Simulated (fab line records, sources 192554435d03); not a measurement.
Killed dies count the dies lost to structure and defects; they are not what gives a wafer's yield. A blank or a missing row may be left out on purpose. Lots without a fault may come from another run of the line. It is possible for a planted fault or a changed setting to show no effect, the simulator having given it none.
Comparing a struck lot with a sound one	flow n5-finfet	18 out of 1938 route steps
Sound: wafers L237.1, L237.3, L237.5. Struck: wafer L242.4 (left out: L242.1, L242.5 of the same lot, which were not struck); the cause appears at the end.
Each step with rows lists, per side, the tool, then ch with its chambers, then its first start. Under that, the readings that differ: sound wafers	struck wafers	difference of the means	sigmas: that difference in standard deviations of wafers without a fault.
alike: same words and numbers on both sides, and readings whose means sit less than 2 such deviations apart. not compared: any withheld reading, any reading some wafer has no value for, any bound like >300 that may hide the same value, and any number with overlapping values for which the record gives no deviation.
Wherever a step has rows on one side only, a row that says differs or no value, or a row with sigmas, the two part there. Numbers that don't overlap but have no deviation are shown without sigmas and don't part them. A reading that every wafer of one side lacks parts them only if that side has two wafers or more.

first, 1 step without rows for these wafers: N5_BEOL_M15_ETCH_61 (etches BARC in N2/H2, target depth 89 nm, overetch 26.7 nm, time 67.9 s).
N5_BEOL_M15_TRENCH_ETCH_34: etches SiO2 in C4F8/O2/Ar, target depth 872.93 nm, time 199 s.
  sound on rie-diel-01 ch 0,3, day 12 15:29; struck on rie-diel-04 ch 1, day 13 20:53
reading	sound	struck	difference	sigmas
drypump-motor-current-A (A)	5.6 6.2 5.6	4.9	-0.9	-3
oes-product-au (a.u.)	0.93 0.89 0.91	0.73	-0.18	-3
  alike: he-outer-torr, rf-vpp-V, showerhead-plenum-p-Torr, throttle-valve-pct
  not compared: rf-hours-counter-h
N5_BEOL_M15_STRIP_36: strips in O2.
  sound on rie-diel-01 ch 1,3, day 12 18:23; struck on rie-diel-04 ch 1, day 13 21:13
reading	sound	struck	difference	sigmas
drypump-motor-current-A (A)	5.7 6.1 5.7	4.9	-0.9	-3
  alike: oes-product-au, rf-vpp-V, showerhead-plenum-p-Torr, throttle-valve-pct
  not compared: rf-hours-counter-h
then, 5 steps without rows for these wafers: N5_BEOL_M15_STRIP_62 (strips in O2); N5_BEOL_M15_STRIP_37 (strips in O2); N5_BEOL_M15_ETCH_38 (etches SiCN in CF4/N2, target depth 106.4 nm, time 120.5 s); N5_BEOL_M15_PRECLEAN_39 (cleans in residue remover, time 60 s); N5_BEOL_M15_SRD_40 (time 30 s, dry time 30 s).
N5_BEOL_M15_DEGAS_41: time 60 s.
  sound on pvd-sputter-02 at day 12 19:02; struck on pvd-sputter-02 at day 13 23:16
  alike: heater-power-w
then, 1 step without rows for these wafers: N5_BEOL_M15_PRE_CLEAN_42 (time 30 s).
N5_BEOL_M15_SPUTTER_43: material TaN, target thk 15 nm, time 24.19 s.
  sound on pvd-sputter-02 at day 12 19:07; struck on pvd-sputter-02 at day 13 23:21
  alike: cathode-dc-power-W, throttle-valve-pct
N5_BEOL_M15_SPUTTER_44: material Ta, target thk 15 nm, time 24.19 s.
  sound on pvd-sputter-02 at day 12 19:12; struck on pvd-sputter-02 at day 13 23:26
reading	sound	struck	difference	sigmas
model.Ta_of_BEOL_M15_SPUTTER_44.thk-nm (nm)	14.8 15 15	22	+7	
  alike: cathode-dc-power-W, throttle-valve-pct
then, 2 steps without rows for these wafers: N5_BEOL_M15_SPUTTER_45 (material Cu, target thk 100 nm, time 16.67 s); N5_BEOL_M15_ECD_47 (material Cu, target thk 1860 nm).
N5_BEOL_M15_ANNEAL_48: time 90 s.
  sound on rtp-anneal-02 ch 0, day 12 19:43; struck on rtp-anneal-01 ch 0, day 13 23:52
reading	sound	struck	difference	sigmas
wafer_temp_C_max	225.54 225.33 225.67	226.10	+0.59	+2
N5_BEOL_M15_CMP_49: polishes, stops on SiO2, t overpolish 4.9 s, target thk 850 nm.
  sound on cmp-03 ch 0,1,3, day 12 20:01; struck on cmp-02 ch 1, day 14 00:10
reading	sound	struck	difference	sigmas
barrier-field-endpoint-s (s)	11.0 11.1 10.9	13.2	+2.2	+6
  alike: clearing-platen-rpm, head-pressure-psi, motor-current-A
N5_BEOL_M15_THK_MEAS_50: measures by xrf.
  sound on film-metro-01 at day 12 20:19; struck on film-metro-02 at day 14 00:28
  alike: M15_THK
N5_PASSIVATION_PROBE_49:
  sound on prober-01 at day 13 09:14; struck on prober-01 at day 14 14:31
reading	sound	struck	difference	sigmas
killed_at_M4_up	14 13 18	5	-10	-2
sort_bin_6_memory (%)	2.6 3.4 3.1	4.5	+1.5	+2
  alike: defect-limited-yield, killed_at_M0_to_M3, killed-at-contacts, killed-at-front-end, killed-at-other, killed-dies, killed-open, killed-short, sort_bin_5_function, sort_bin_8_speed, sort-n-pass, sort-yield-pct

WHERE THEY PART
At N5_BEOL_M15_TRENCH_ETCH_34 first; at N5_PASSIVATION_PROBE_49 last (within this record only).

WHY: what had been put in by the simulator
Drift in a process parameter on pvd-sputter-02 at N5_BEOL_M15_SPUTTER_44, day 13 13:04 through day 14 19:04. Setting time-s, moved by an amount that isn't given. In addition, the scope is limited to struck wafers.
